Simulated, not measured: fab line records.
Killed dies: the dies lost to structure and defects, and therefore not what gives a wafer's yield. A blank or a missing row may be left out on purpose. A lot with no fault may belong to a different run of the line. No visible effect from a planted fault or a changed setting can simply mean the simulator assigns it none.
Chamber matching :: flow nandHarc :: NHARC_P_M0_DEP_32 on pecvd-04: 3 sister chambers
The step deposits SiCN, target thk 30 nm. 6 wafers are shown with their chamber, then 10 later ones without.

## WAFERS, EACH WITH ITS CHAMBER
wafer: L082.6
chamber: 0
showerheadVppV (V): 1286
heaterPowerW (W): 595

wafer: L087.3
chamber: 2
showerheadVppV (V): 1482
heaterPowerW (W): 555

wafer: L086.4
chamber: 1
showerheadVppV (V): 1402
heaterPowerW (W): 639

wafer: L086.5
chamber: 2
showerheadVppV (V): 1467
heaterPowerW (W): 626

wafer: L091.2
chamber: 1
showerheadVppV (V): 1391
heaterPowerW (W): 627

wafer: L091.3
chamber: 0
showerheadVppV (V): 1275
heaterPowerW (W): 534

## WAFERS MISSING THEIR CHAMBER
wafer: L091.4
showerheadVppV (V): 1394
heaterPowerW (W): 658

wafer: L092.1
showerheadVppV (V): 1471
heaterPowerW (W): 601

wafer: L092.2
showerheadVppV (V): 1293
heaterPowerW (W): 581

wafer: L092.4
showerheadVppV (V): 1394
heaterPowerW (W): 674

wafer: L095.2
showerheadVppV (V): 1449
heaterPowerW (W): 659

wafer: L095.3
showerheadVppV (V): 1411
heaterPowerW (W): 705

wafer: L095.6
showerheadVppV (V): 1475
heaterPowerW (W): 636

wafer: L096.3
showerheadVppV (V): 1395
heaterPowerW (W): 691

wafer: L096.4
showerheadVppV (V): 1390
heaterPowerW (W): 694

wafer: L096.6
showerheadVppV (V): 1306
heaterPowerW (W): 558

## WHICH CHAMBER EACH ONE RAN IN
wafer: L091.4
from the rows above: 1
in truth: 1

wafer: L092.1
from the rows above: 2
in truth: 2

wafer: L092.2
from the rows above: 0
in truth: 0

wafer: L092.4
from the rows above: 1
in truth: 1

wafer: L095.2
from the rows above: 2
in truth: 2

wafer: L095.3
from the rows above: 1
in truth: 1

wafer: L095.6
from the rows above: 2
in truth: 2

wafer: L096.3
from the rows above: 1
in truth: 1

wafer: L096.4
from the rows above: 1
in truth: 1

wafer: L096.6
from the rows above: 0
in truth: 0
10 of 10 placed correctly. Left unplaced by these rows: 0. Number placed wrongly: 0.
How it was worked out, from the rows above alone: a wafer's distance from a chamber is the root of the sum, over the readings, of the square of ((its reading less the chamber's mean) divided by the reading's scatter). If the next closest chamber is less than 2 further off than the closest, the wafer can't be placed; otherwise it belongs to the closest. A chamber's mean is the mean of its shown wafers. The scatter: take each reading less its chamber's mean, square it, sum over the shown wafers, divide by the number of wafers less the number of chambers, and take the root.
